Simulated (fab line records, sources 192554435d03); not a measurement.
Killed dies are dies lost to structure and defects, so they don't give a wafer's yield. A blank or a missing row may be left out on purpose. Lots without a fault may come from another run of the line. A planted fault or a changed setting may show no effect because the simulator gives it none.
Chamber matching | flow n5_finfet | N5_BEOL_M1_STRIP_19 on rie_diel-03: 4 sister chambers
The step strips in O2. 4 wafers are shown with their chamber, then 11 later ones without.

WAFERS WITH THEIR CHAMBER
wafer  | chamber | showerhead_plenum_p_Torr (Torr)
L085.3 | 2       | 2.18
L086.2 | 1       | 2.01
L086.3 | 3       | 2.13
L088.3 | 0       | 2.08

WAFERS WITHOUT THEIR CHAMBER
wafer  | showerhead_plenum_p_Torr (Torr)
L088.5 | 2.08
L088.6 | 2.13
L090.2 | 2.18
L090.4 | 2.08
L090.5 | 2.01
L091.1 | 2.18
L091.3 | 2.13
L091.4 | 2.08
L094.1 | 2.08
L094.2 | 2.00
L094.6 | 2.17

WHICH CHAMBER EACH WENT THROUGH
wafer  | from the rows above | in truth
L088.5 | 0                   | 0
L088.6 | 3                   | 3
L090.2 | 2                   | 2
L090.4 | 0                   | 0
L090.5 | 1                   | 1
L091.1 | 2                   | 2
L091.3 | 3                   | 3
L091.4 | 0                   | 0
L094.1 | 0                   | 0
L094.2 | 1                   | 1
L094.6 | 2                   | 2
Placed correctly: 11 of 11. Can't be placed from these rows: 0. Placed wrongly: 0.
How it was worked out, from the rows above alone: a wafer's distance from a chamber is the root of the sum, over the readings, of the square of ((its reading less the chamber's mean) divided by the reading's scatter). The wafer belongs to the nearest chamber; if the next one is less than 2 further off, it can't be placed. A chamber's mean is the mean of its shown wafers. The scatter: with one shown wafer a chamber, the root of the mean of the squares of how far each hidden wafer lies from its nearest shown one.
